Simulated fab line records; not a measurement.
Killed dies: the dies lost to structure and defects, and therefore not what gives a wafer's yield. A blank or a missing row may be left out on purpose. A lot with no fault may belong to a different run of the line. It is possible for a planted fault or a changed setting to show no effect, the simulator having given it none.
fab line records ; flow n5_finfet
record lots=6; wafers=18; last_day=18
route steps=1938 shown BEOL_M5@1127 PASSIVATION@1936
lots with no fault: from the same line, run without faults
start_h: hours from the record's first day to the start of the lot's first wafer shown ; wait_h: hours elapsed since this lot's preceding step ; " identical to the entry in the row above ; L1.1+2: a row that stands for several wafers ; - either no value or no given start ; * or withheld: withheld ; < > ~ a bound
route shown NAME@n: NAME is a module with steps in the file, n the number in the route of the first one ; usual: mean/standard deviation taken from wafers without a fault ; same: alike in all rows ; chamber/n: place in a boat ; sites: the reading at each site ; _std_site: how widely they spread, as a standard deviation ; _edge_site: the outer-site mean with the inner-site mean subtracted ; radius_mm: how far each site lies from the wafer's centre ; mask NAME#n: copy n ; behind: the last tool/chamber to shape the wafer ; hold: reason for holding the lot/hours on hold/outcome of the hold ; device: transistor that didn't switch, given as n, p or np ; end of line: the tests these same wafers got at the end of their route ; a step with no rows: only its recipe ; killed: not the wafer's yield, but the dies lost to structure and defects at the first sort ; map: per-die view of a wafer (x killed, . not killed, _ where there is no die)
set.NAME: the setting as run; set.NAME@STEP: as run at that earlier step ; model.NAME: the simulator's own value behind a step, which no gauge read
lots at some steps of the route; a table a step, a row a wafer
services: a tool's chamber out of use, with start hour (start_h, from the record's first day; less than 0 if before it), hours out, and reason
## steps
# step N5_BEOL_M5_OVL_MEAS_12
# recipe points_per_wafer=522
# usual M5_OVL=-0.1/0.84
lot.wafer;tool;chamber;start_h;wait_h;M5_OVL[nm]
L769.1;overlay-02;0;199.62;0.0;0.7
L769.3;overlay-02;0;199.62;0.0;0.1
L769.5;overlay-02;0;199.62;0.0;-0.1
L777.2;overlay-01;0;247.55;0.0;-1.1
L777.3;overlay-01;0;247.55;0.0;-0.8
L777.5;overlay-01;0;247.55;0.0;-0.6
L782.2;overlay-02;0;274.25;0.0;-0.8
L782.4;overlay-02;0;274.25;0.0;0.1
L782.6;overlay-02;0;274.25;0.0;0.0
L783.3;overlay-01;0;287.24;0.0;-0.2
L783.4;overlay-01;0;287.24;0.0;0.2
L783.5;overlay-01;0;287.24;0.0;0.7
L784.2;overlay-01;0;294.36;0.0;-0.6
L784.3;overlay-01;0;294.36;0.0;-0.7
L784.6;overlay-01;0;294.36;0.0;-0.7
L788.2;overlay-01;0;323.81;0.0;-1.0
L788.4;overlay-01;0;323.81;0.0;-1.2
L788.6;overlay-01;0;323.81;0.0;-1.5
# step N5_BEOL_M5_INSPECT_13
# recipe mode=adi; inspect_instrument=brightfield
# usual raw_defect_count=384/75
lot.wafer;tool;chamber;start_h;wait_h;raw_defect_count
L769.1;defect_inspect-02;-;199.68;0.1;360
L769.3;defect_inspect-02;-;199.68;0.1;574
L769.5;defect_inspect-02;-;199.68;0.1;315
L777.2;defect_inspect-02;-;247.60;0.0;393
L777.3;defect_inspect-02;-;247.60;0.0;350
L777.5;defect_inspect-02;-;247.60;0.0;347
L782.2;defect_inspect-01;-;274.31;0.0;276
L782.4;defect_inspect-01;-;274.31;0.0;404
L782.6;defect_inspect-01;-;274.31;0.0;270
L783.3;defect_inspect-02;-;287.29;0.0;331
L783.4;defect_inspect-02;-;287.29;0.0;423
L783.5;defect_inspect-02;-;287.29;0.0;410
L784.2;defect_inspect-01;-;294.42;0.0;365
L784.3;defect_inspect-01;-;294.42;0.0;313
L784.6;defect_inspect-01;-;294.42;0.0;339
L788.2;defect_inspect-01;-;323.87;0.1;377
L788.4;defect_inspect-01;-;323.87;0.1;575
L788.6;defect_inspect-01;-;323.87;0.1;528
# step N5_BEOL_M5_DESCUM_16
# recipe chemistry=O2; time_s=7; source_power_w=50; bias_power_w=20; pressure_mtorr=20; rf_frequency_hz=2.712e+07; temp_c=40; resist=CAR-EUV; o2_flow_sccm=225
# step N5_BEOL_M5_ETCH_72
# recipe chemistry=N2/H2; target=underlayer; target_depth_a=65; mask_material=CAR-EUV; time_s=5.2; ion_energy_ev=200; pressure_mtorr=30; source_w=840; bias_w=150; n2_flow_sccm=200; h2_flow_sccm=200; ends=cleared
# usual drypump_motor_current_A=5.7/0.43; etch_rf_on_time_s=5.21/0.13; oes_product_au=0.65/0.073; rf_vpp_V=524.4/2.9; showerhead_plenum_p_Torr=2.56/0.089; throttle_valve_pct=17.92/0.28
lot.wafer;tool;chamber;start_h;wait_h;drypump_motor_current_A;etch_rf_on_time_s;oes_product_au;rf_hours_counter_h;rf_vpp_V;showerhead_plenum_p_Torr;throttle_valve_pct
L769.1;rie_diel-06;2;199.75;0.0;4.8;5.10;0.79;18;528.2;2.71;17.67
L769.3;rie_diel-06;3;199.75;0.0;6.2;5.04;0.61;237;519.5;2.50;17.98
L769.5;rie_diel-06;2;199.75;0.0;4.8;5.09;0.80;-;526.5;2.71;17.64
L777.2;rie_diel-04;3;247.87;0.0;6.0;5.21;0.58;249;525.6;2.60;17.92
L777.3;rie_diel-04;1;247.87;0.0;5.5;5.08;0.59;243;525.6;2.62;18.53
L777.5;rie_diel-04;2;247.87;0.0;5.9;5.36;0.70;-;525.0;2.56;17.56
L782.2;rie_diel-01;2;275.22;0.0;5.1;5.38;0.64;163;527.8;2.63;17.86
L782.4;rie_diel-01;0;275.22;0.0;6.2;5.36;0.57;-;517.8;2.39;18.16
L782.6;rie_diel-01;2;275.22;0.0;5.1;5.39;0.63;-;526.3;2.63;17.86
L783.3;rie_diel-04;3;287.40;0.0;6.1;5.18;0.79;6;527.4;2.60;17.43
L783.4;rie_diel-04;0;287.40;0.0;5.3;5.21;0.63;-;526.1;2.61;17.89
L783.5;rie_diel-04;2;287.40;0.0;5.9;5.29;0.68;-;526.4;2.55;17.62
L784.2;rie_diel-01;1;294.80;0.0;6.4;5.25;0.62;200;521.4;2.53;18.13
L784.3;rie_diel-01;3;294.80;0.0;5.9;5.09;0.83;3;523.2;2.51;17.49
L784.6;rie_diel-01;3;294.80;0.0;5.9;5.02;0.85;-;521.7;2.51;17.49
L788.2;rie_diel-01;3;323.94;0.0;6.0;5.01;0.82;12;522.4;2.50;17.50
L788.4;rie_diel-01;0;323.94;0.0;6.2;5.37;0.57;240;516.6;2.39;18.19
L788.6;rie_diel-01;3;323.94;0.0;6.0;5.04;0.82;-;521.9;2.50;17.50
# step N5_BEOL_M5_ETCH_61
# recipe chemistry=CF4; target=SiARC; target_depth_a=156; mask_material=CAR-EUV; time_s=26; ion_energy_ev=80; pressure_mtorr=40; source_w=545; bias_w=36; Ar_flow_sccm=100; cf4_flow_sccm=100; ends=cleared
# usual drypump_motor_current_A=5.7/0.43; etch_rf_on_time_s=26.1/0.6; oes_product_au=0.65/0.072; rf_vpp_V=184.4/1.2; showerhead_plenum_p_Torr=2.16/0.073; throttle_valve_pct=15.70/0.22
lot.wafer;tool;chamber;start_h;wait_h;drypump_motor_current_A;etch_rf_on_time_s;oes_product_au;rf_hours_counter_h;rf_vpp_V;showerhead_plenum_p_Torr;throttle_valve_pct
L769.1;rie_diel-06;2;199.77;0.0;4.8;25.1;0.79;18;186.0;2.28;15.45
L769.3;rie_diel-06;3;199.77;0.0;6.2;25.0;0.62;237;184.5;2.10;15.76
L769.5;rie_diel-06;2;199.77;0.0;4.8;25.3;0.80;-;184.9;2.27;15.44
L777.2;rie_diel-04;3;247.89;0.0;6.0;25.9;0.58;249;184.8;2.20;15.80
L777.3;rie_diel-04;1;247.89;0.0;5.5;25.3;0.60;243;184.5;2.19;16.06
L777.5;rie_diel-04;2;247.89;0.0;5.9;26.7;0.70;-;184.5;2.17;15.48
L782.2;rie_diel-01;2;275.23;0.0;5.1;26.5;0.64;163;185.1;2.24;15.80
L782.4;rie_diel-01;0;275.23;0.0;6.2;26.4;0.58;-;183.6;2.04;16.03
L782.6;rie_diel-01;2;275.23;0.0;5.1;26.9;0.63;-;184.7;2.24;15.82
L783.3;rie_diel-04;3;287.42;0.0;6.0;26.1;0.79;6;184.6;2.20;15.26
L783.4;rie_diel-04;0;287.42;0.0;5.3;26.6;0.61;-;185.0;2.20;15.74
L783.5;rie_diel-04;2;287.42;0.0;5.8;26.3;0.69;-;184.1;2.16;15.53
L784.2;rie_diel-01;1;294.81;0.0;6.4;25.6;0.62;200;185.0;2.12;15.85
L784.3;rie_diel-01;3;294.81;0.0;5.9;25.0;0.85;3;183.4;2.12;15.19
L784.6;rie_diel-01;3;294.81;0.0;5.9;25.3;0.84;-;185.3;2.12;15.19
L788.2;rie_diel-01;3;323.96;0.0;5.9;25.0;0.83;13;184.0;2.11;15.20
L788.4;rie_diel-01;0;323.96;0.0;6.2;26.2;0.58;241;182.6;2.04;16.07
L788.6;rie_diel-01;3;323.96;0.0;5.9;25.2;0.81;-;183.1;2.11;15.23
# step N5_BEOL_M5_ETCH_62
# recipe chemistry=N2/H2; target=SOC; target_depth_a=750; overetch_a=150; mask_material=SiARC; temp_c=40; time_s=112.5; ion_energy_ev=200; pressure_mtorr=30; source_w=840; bias_w=150; n2_flow_sccm=200; h2_flow_sccm=200
# step N5_BEOL_M5_STRIP_63
# recipe chemistry=N2/H2; temp_c=40; n2_flow_sccm=200; h2_flow_sccm=200; rf_frequency_hz=6e+07
# step N5_BEOL_M5_STRIP_73
# recipe chemistry=N2/H2; temp_c=40; n2_flow_sccm=200; h2_flow_sccm=200; rf_frequency_hz=6e+07
# step N5_BEOL_M5_STRIP_64
# recipe chemistry=CF4; resist=SiARC; power_w=300; bias_power_w=75; pressure_mtorr=50; cf4_flow_sccm=150; rf_frequency_hz=6e+07
# usual drypump_motor_current_A=5.7/0.43; oes_product_au=0.76/0.079; rf_vpp_V=271.5/1.5; showerhead_plenum_p_Torr=1.81/0.058; throttle_valve_pct=13.69/0.24
lot.wafer;tool;chamber;start_h;wait_h;drypump_motor_current_A;oes_product_au;rf_hours_counter_h;rf_vpp_V;showerhead_plenum_p_Torr;throttle_valve_pct
L769.1;rie_diel-06;2;199.92;0.0;4.8;0.90;18;273.9;1.91;13.41
L769.3;rie_diel-06;3;199.92;0.0;6.1;0.70;237;272.0;1.76;13.76
L769.5;rie_diel-06;2;199.92;0.0;4.8;0.90;-;272.9;1.91;13.39
L777.2;rie_diel-04;3;248.04;0.0;6.0;0.67;249;271.7;1.86;13.84
L777.3;rie_diel-04;1;248.04;0.0;5.4;0.68;243;271.7;1.83;14.04
L777.5;rie_diel-04;2;248.04;0.0;5.9;0.81;-;272.1;1.83;13.46
L782.2;rie_diel-01;2;275.39;0.0;5.1;0.75;163;273.5;1.87;13.74
L782.4;rie_diel-01;0;275.39;0.0;6.2;0.69;-;268.8;1.72;14.04
L782.6;rie_diel-01;2;275.39;0.0;5.1;0.75;-;271.7;1.87;13.75
L783.3;rie_diel-04;3;287.58;0.0;6.0;0.93;6;273.5;1.85;13.24
L783.4;rie_diel-04;0;287.58;0.0;5.3;0.72;-;273.5;1.84;13.72
L783.5;rie_diel-04;2;287.58;0.0;5.9;0.80;-;270.8;1.82;13.53
L784.2;rie_diel-01;1;294.97;0.0;6.4;0.73;200;270.4;1.79;13.89
L784.3;rie_diel-01;3;294.97;0.0;5.9;0.96;3;269.3;1.77;13.12
L784.6;rie_diel-01;3;294.97;0.0;5.9;0.96;-;270.3;1.77;13.11
L788.2;rie_diel-01;3;324.11;0.0;6.0;0.93;13;269.6;1.77;13.14
L788.4;rie_diel-01;0;324.11;0.0;6.2;0.68;241;269.5;1.72;14.09
L788.6;rie_diel-01;3;324.11;0.0;5.9;0.92;-;271.4;1.77;13.14
# step N5_BEOL_M5_HM_OPEN_17
# recipe chemistry=Cl2/BCl3; target_depth_a=200; overetch_a=60; target=TiN; mask_material=SOC; ion_energy_ev=150; pressure_mtorr=10; icp_w=1000; bias_w=126; Cl2_flow_sccm=53.25; bcl3_flow_sccm=21.75; Ar_flow_sccm=25
# usual drypump_motor_current_A=5.7/0.4; oes_product_au=0.62/0.084; throttle_valve_pct=22.28/0.25
lot.wafer;tool;chamber;start_h;wait_h;drypump_motor_current_A;oes_product_au;rf_hours_counter_h;throttle_valve_pct
L769.1;rie_metal-02;1;199.96;0.0;5.1;0.61;78;22.55
L769.3;rie_metal-02;0;199.96;0.0;5.7;0.53;-;22.27
L769.5;rie_metal-02;1;199.96;0.0;5.1;0.61;-;22.54
L777.2;rie_metal-02;1;248.09;0.0;5.1;0.60;85;22.56
L777.3;rie_metal-02;1;248.09;0.0;5.1;0.60;-;22.55
L777.5;rie_metal-02;1;248.09;0.0;5.1;0.60;-;22.54
L782.2;rie_metal-03;1;275.43;0.0;6.4;0.60;87;22.30
L782.4;rie_metal-03;1;275.43;0.0;6.4;0.59;-;22.32
L782.6;rie_metal-03;0;275.43;0.0;5.9;0.69;-;22.35
L783.3;rie_metal-01;1;287.68;0.1;6.0;0.59;-;21.99
L783.4;rie_metal-01;1;287.68;0.1;5.9;0.59;-;21.99
L783.5;rie_metal-01;1;287.68;0.1;6.0;0.58;-;22.02
L784.2;rie_metal-03;1;295.01;0.0;6.4;0.58;89;22.34
L784.3;rie_metal-03;0;295.01;0.0;5.9;0.68;-;22.37
L784.6;rie_metal-03;0;295.01;0.0;5.9;0.68;-;22.36
L788.2;rie_metal-02;0;324.15;0.0;5.7;0.74;10;21.99
L788.4;rie_metal-02;1;324.15;0.0;5.1;0.59;-;22.58
L788.6;rie_metal-02;0;324.15;0.0;5.7;0.73;-;22.00
# step N5_BEOL_M5_STRIP_19
# recipe chemistry=O2; power_w=400; temp_c=40; pressure_mtorr=30; rf_frequency_hz=6e+07; bias_power_w=0; overash_fraction=0.2; o2_flow_sccm=225
# usual drypump_motor_current_A=5.7/0.46; oes_product_au=0.76/0.077; rf_vpp_V=3.7/0.54; showerhead_plenum_p_Torr=2.11/0.083; throttle_valve_pct=16.75/0.24
lot.wafer;tool;chamber;start_h;wait_h;drypump_motor_current_A;oes_product_au;rf_hours_counter_h;rf_vpp_V;showerhead_plenum_p_Torr;throttle_valve_pct
L769.1;rie_diel-06;2;200.15;0.2;4.8;0.90;18;3.7;2.22;16.42
L769.3;rie_diel-06;0;200.15;0.2;5.6;0.73;198;4.9;2.17;16.93
L769.5;rie_diel-06;2;200.15;0.2;4.8;0.90;-;2.9;2.22;16.41
L777.2;rie_diel-06;0;248.20;0.1;5.6;0.72;213;3.3;2.16;16.93
L777.3;rie_diel-06;2;248.20;0.1;4.8;0.87;33;4.5;2.21;16.45
L777.5;rie_diel-06;1;248.20;0.1;5.5;0.76;-;3.9;1.91;16.45
L782.2;rie_diel-04;2;275.56;0.1;5.9;0.81;83;4.3;2.14;16.64
L782.4;rie_diel-04;2;275.56;0.1;5.9;0.82;-;3.5;2.14;16.62
L782.6;rie_diel-04;0;275.56;0.1;5.3;0.73;-;3.0;2.17;16.87
L783.3;rie_diel-06;3;287.82;0.1;6.2;0.92;11;4.7;2.07;16.52
L783.4;rie_diel-06;1;287.82;0.1;5.5;0.75;-;3.6;1.91;16.46
L783.5;rie_diel-06;2;287.82;0.1;4.8;0.86;-;3.3;2.21;16.47
L784.2;rie_diel-04;0;295.16;0.1;5.4;0.72;213;3.5;2.17;16.88
L784.3;rie_diel-04;3;295.16;0.1;6.0;0.92;9;4.9;2.13;16.22
L784.6;rie_diel-04;0;295.16;0.1;5.3;0.72;-;3.5;2.17;16.88
L788.2;rie_diel-01;1;324.26;0.1;6.4;0.72;208;3.1;2.09;17.00
L788.4;rie_diel-01;2;324.26;0.1;5.1;0.72;180;3.1;2.16;16.74
L788.6;rie_diel-01;0;324.26;0.1;6.2;0.67;-;3.7;1.98;17.08
# step N5_BEOL_M5_CD_MEAS_18
# recipe pitch_nm=56; target_cd_nm=28
# usual cd_nm=28.0/0.39
lot.wafer;tool;chamber;start_h;wait_h;cd_nm
L769.1;cd_sem-01;-;200.22;0.0;27.9
L769.3;cd_sem-01;-;200.22;0.0;28.4
L769.5;cd_sem-01;-;200.22;0.0;28.0
L777.2;cd_sem-03;-;248.27;0.1;27.8
L777.3;cd_sem-03;-;248.27;0.1;28.4
L777.5;cd_sem-03;-;248.27;0.1;28.3
L782.2;cd_sem-01;-;275.63;0.1;27.7
L782.4;cd_sem-01;-;275.63;0.1;27.9
L782.6;cd_sem-01;-;275.63;0.1;28.3
L783.3;cd_sem-02;-;287.89;0.1;27.8
L783.4;cd_sem-02;-;287.89;0.1;28.1
L783.5;cd_sem-02;-;287.89;0.1;28.4
L784.2;cd_sem-02;-;295.23;0.1;27.6
L784.3;cd_sem-02;-;295.23;0.1;28.2
L784.6;cd_sem-02;-;295.23;0.1;28.3
L788.2;cd_sem-02;-;324.33;0.1;28.7
L788.4;cd_sem-02;-;324.33;0.1;28.1
L788.6;cd_sem-02;-;324.33;0.1;28.7
# step N5_BEOL_M5_COAT_65
# recipe resist=SOC; temp_c=250; time_s=60; spin_rpm=1500; resist_thk_nm=60
# usual heater_power_total_W=500.5/1.8; plate_temp_C=250.01/0.15; spin_speed_rpm=1499.8/1.1
lot.wafer;tool;chamber;start_h;wait_h;heater_power_total_W;plate_temp_C;spin_speed_rpm;model.SOC_of_BEOL_M5_COAT_65.thk_nm
L769.1;litho_track-02;0;200.37;0.2;497.6;250.01;1498.4;60
L769.3;litho_track-02;0;200.37;0.2;503.0;250.16;1498.9;60
L769.5;litho_track-02;0;200.37;0.2;500.0;249.99;1499.9;60.2
L777.2;litho_track-03;0;252.11;3.8;502.2;250.13;1500.9;60.4
L777.3;litho_track-03;0;252.11;3.8;499.6;250.15;1498.8;60.2
L777.5;litho_track-03;0;252.11;3.8;497.7;250.08;1501.8;60.2
L782.2;litho_track-03;0;276.89;1.3;457.3;231.52;1500.4;60.6
L782.4;litho_track-03;0;276.89;1.3;454.9;231.96;1498.3;60.6
L782.6;litho_track-03;0;276.89;1.3;452.6;231.78;1498.5;60.6
L783.3;litho_track-03;0;289.04;1.1;454.2;231.66;1499.5;60.4
L783.4;litho_track-03;0;289.04;1.1;455.0;231.55;1499.0;60.2
L783.5;litho_track-03;0;289.04;1.1;456.0;231.48;1501.3;60.4
L784.2;litho_track-04;0;296.01;0.8;502.9;250.08;1498.6;60
L784.3;litho_track-04;0;296.01;0.8;499.1;250.01;1499.6;60
L784.6;litho_track-04;0;296.01;0.8;501.1;250.05;1498.8;60
L788.2;litho_track-02;0;324.79;0.5;497.5;249.72;1501.5;60
L788.4;litho_track-02;0;324.79;0.5;501.9;249.53;1500.9;60
L788.6;litho_track-02;0;324.79;0.5;500.0;249.82;1498.9;60
# step N5_BEOL_M5_COAT_66
# recipe resist=SiARC; temp_c=220; time_s=60; spin_rpm=1500; resist_thk_nm=12
# usual heater_power_total_W=427.5/2.1; plate_temp_C=220.01/0.16; spin_speed_rpm=1499.9/0.92
lot.wafer;tool;chamber;start_h;wait_h;heater_power_total_W;plate_temp_C;spin_speed_rpm;model.SOC_of_BEOL_M5_COAT_65.thk_nm
L769.1;litho_track-02;0;-;-;430.1;220.01;1499.7;60
L769.3;litho_track-02;0;-;-;425.7;219.89;1501.5;60
L769.5;litho_track-02;0;-;-;430.9;220.16;1501.6;60.2
L777.2;litho_track-03;0;-;-;428.1;220.23;1498.8;60.4
L777.3;litho_track-03;0;-;-;429.6;219.89;1498.4;60.2
L777.5;litho_track-03;0;-;-;424.9;220.01;1499.2;60.2
L782.2;litho_track-03;0;-;-;430.8;219.95;1501.1;60.2
L782.4;litho_track-03;0;-;-;426.2;219.92;1500.0;60.2
L782.6;litho_track-03;0;-;-;426.2;220.17;1499.0;60.2
L783.3;litho_track-03;0;-;-;425.7;219.82;1499.1;60
L783.4;litho_track-03;0;-;-;425.5;220.07;1501.7;59.8
L783.5;litho_track-03;0;-;-;429.3;220.06;1499.0;60
L784.2;litho_track-04;0;-;-;429.6;220.10;1499.8;60
L784.3;litho_track-04;0;-;-;426.3;220.13;1499.4;60
L784.6;litho_track-04;0;-;-;428.3;220.02;1499.4;60
L788.2;litho_track-02;0;-;-;428.7;219.80;1500.0;60
L788.4;litho_track-02;0;-;-;429.1;219.95;1499.9;60
L788.6;litho_track-02;0;-;-;430.3;219.81;1500.1;60
# step N5_BEOL_M5_COAT_74
# recipe resist=underlayer; temp_c=205; time_s=60; spin_rpm=1500; resist_thk_nm=5
# step N5_PASSIVATION_PROBE_49
# usual defect_limited_yield=91.3/1.3; killed_at_M0_to_M3=35/9.3; killed_at_M4_up=14/5.2; killed_at_contacts=12/5.9; killed_at_front_end=38/11; killed_at_other=4/3.7; killed_dies=103/15; killed_open=67/12; killed_short=34/8; sort_bin_5_function=5.1/0.88; sort_bin_6_memory=3.3/0.65; sort_n_pass=1077/15; sort_yield_pct=91.3/1.3
# same gross_dies=1180; killed_at_back_side=0; sort_bin_4_leakage[%]=0; sort_bin_8_speed[%]=0
lot.wafer;tool;chamber;start_h;wait_h;defect_limited_yield[%];killed_at_M0_to_M3;killed_at_M4_up;killed_at_contacts;killed_at_front_end;killed_at_other;killed_dies;killed_open;killed_short;sort_bin_5_function[%];sort_bin_6_memory[%];sort_n_pass;sort_yield_pct[%]
L782.2;prober-01;-;384.59;0.1;92.1;38;15;10;27;3;93;61;32;4.4;3.1;1087;92.1
L782.4;prober-01;-;384.69;0.2;91.0;33;16;18;38;1;106;77;29;4.6;4.0;1074;91.0
L782.6;prober-01;-;384.79;0.3;90.8;31;5;17;50;5;108;64;44;4.9;3.6;1072;90.8
L783.3;prober-02;-;394.42;0.1;91.6;28;19;8;39;5;99;75;23;5.0;3.2;1081;91.6
L784.3;prober-02;-;399.73;0.7;93.2;26;16;8;27;3;80;50;30;4.4;2.1;1100;93.2
# killed by level:class
L782.2 BEOL_M1:geometric_particle:open=10 BEOL_M0_SAQP:geometric_particle:short=8 MOL_CONTACT_COAG:geometric_particle:open=7 BEOL_M2:geometric_particle:open=5 BEOL_M4:geometric_particle:open=5 STARTING-WAFER:geometric_particle:open=5 FIN_SAQP:geometric_particle:short=4 FIN_SAQP:geometric_particle:open=4
L782.4 MOL_CONTACT_COAG:geometric_particle:open=14 STI_FIN_REVEAL:geometric_particle:open=10 BEOL_M7:geometric_particle:open=7 BEOL_M1:geometric_particle:open=6 STARTING-WAFER:geometric_particle:open=6 FIN_SAQP:geometric_particle:short=5 BEOL_M0_SAQP:geometric_particle:open=5 BEOL_M0_SAQP:geometric_particle:short=5
L782.6 FIN_SAQP:geometric_particle:open=15 FIN_SAQP:geometric_particle:short=15 MOL_CONTACT_COAG:geometric_particle:open=13 BEOL_M0_SAQP:geometric_particle:short=8 BEOL_M1:geometric_particle:open=8 BEOL_M0_SAQP:geometric_particle:open=6 GATE_CUT:geometric_particle:short=5 DUMMY_GATE:geometric_particle:open=4
L783.3 STI_FIN_REVEAL:geometric_particle:open=13 BEOL_M2:geometric_particle:open=11 DUMMY_GATE:geometric_particle:open=9 BEOL_M4:geometric_particle:open=7 BEOL_M0:geometric_particle:open=7 MOL_CONTACT_COAG:geometric_particle:open=5 STI_FIN_REVEAL:geometric_particle:short=4 BEOL_M3:geometric_particle:open=4
L784.3 BEOL_M0_SAQP:geometric_particle:short=8 MOL_CONTACT_COAG:geometric_particle:open=7 BEOL_M4:geometric_particle:open=7 DUMMY_GATE:geometric_particle:open=5 GATE_CUT:geometric_particle:short=5 BEOL_M2:geometric_particle:open=5 FIN_SAQP:geometric_particle:short=4 FIN_SAQP:geometric_particle:open=4
## services
tool;chamber;start_h;hours;kind
rie_metal-02;-;176.93;2.8;pm
rie_metal-02;0;181.74;5.7;repair
rie_metal-02;1;183.45;6.3;repair
rie_metal-03;-;195.21;10.0;pm
rie_metal-03;-;209.18;0.2;repair
litho_track-03;-;211.95;-;consumable_replace:filter
rie_metal-03;-;240.62;28.1;pm
rie_metal-01;-;242.66;2.8;pm
rie_diel-06;3;242.81;-;clean
rie_diel-01;2;244.51;16.5;repair
rie_diel-04;3;251.21;-;clean
rie_diel-04;3;251.21;-;consumable_replace:focus_ring
rie_diel-04;3;251.21;22.0;scheduled_down
rie_diel-04;3;251.21;22.0;vent_cycle
rie_diel-01;3;261.45;-;clean
rie_diel-01;3;261.45;-;consumable_replace:focus_ring
rie_diel-01;3;261.45;23.1;scheduled_down
rie_diel-01;3;261.45;23.1;vent_cycle
rie_diel-04;1;273.24;-;clean
rie_diel-04;1;273.24;-;consumable_replace:focus_ring
rie_diel-04;1;273.24;28.3;scheduled_down
rie_diel-04;1;273.24;28.3;vent_cycle
rie_diel-06;0;287.07;4.0;repair
rie_diel-01;1;288.75;1.8;repair
## key
first_sign step=N5_BEOL_M5_COAT_65; reading=plate_temp_C; direction=down; sigmas=99+; usual=*; struck=*
effect step=N5_BEOL_M5_COAT_65; reading=heater_power_total_W; direction=down; sigmas=25; usual=*; struck=*
model_effect step=N5_BEOL_M5_COAT_65; value=SOC_of_BEOL_M5_COAT_65.thk_nm; without=59.8; struck=60.47
model_effect step=N5_BEOL_M5_COAT_66; value=SOC_of_BEOL_M5_COAT_65.thk_nm; without=59.8; struck=60.07
met_at N5_BEOL_M5_COAT_65
struck_wafers L782.2,L782.4,L782.6,L783.3,L783.4,L783.5
onset_between 252.11 276.89
fault kind=process_parameter_drift; tool=litho_track-03; chamber=-; onset_h=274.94; steps=N5_BEOL_M5_COAT_65; channel=temp_c; offset=*; shape=step; end_h=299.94; acts_in=*; stated=*
